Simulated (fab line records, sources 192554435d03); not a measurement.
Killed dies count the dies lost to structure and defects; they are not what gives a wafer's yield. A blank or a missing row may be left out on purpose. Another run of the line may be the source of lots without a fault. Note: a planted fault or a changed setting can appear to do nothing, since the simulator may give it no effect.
Chamber matching    flow n5Finfet    4 sister chambers for N5_SDB_ALD_29 on aldSin-01
The step deposits SiNx, target thk 30 nm, pulse time 1 s, ald cycles 600. 4 wafers are shown with their chamber, then 7 later ones without.

WAFERS, EACH WITH ITS CHAMBER
wafer   chamber  heaterPowerW (W)
L079.2  0        931
L082.1  1        727
L087.1  3        890
L087.2  2        1086

WAFERS WHOSE CHAMBER IS MISSING
wafer   heaterPowerW (W)
L087.6  905
L088.1  1072
L088.5  1076
L088.6  889
L096.1  731
L096.5  1073
L096.6  740

WHICH CHAMBER EACH WENT THROUGH
wafer   from the rows above      in truth
L087.6  can't be placed: 3 or 0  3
L088.1  2                        2
L088.5  2                        2
L088.6  3                        3
L096.1  1                        1
L096.5  2                        2
L096.6  1                        1
Correct placement for 6 of the 7. Cannot be placed on the basis of these rows: 1; the candidates contain the true chamber in 1. Number placed wrongly: 0.
How it was worked out, from the rows above alone: a wafer's distance from a chamber is the root of the sum, over the readings, of the square of ((its reading less the chamber's mean) divided by the reading's scatter). The wafer belongs to the nearest chamber; if the next one is less than 2 further off, it can't be placed. Each chamber's mean is taken over the wafers shown for it. The scatter: with one shown wafer a chamber, the root of the mean of the squares of how far each hidden wafer lies from its nearest shown one.
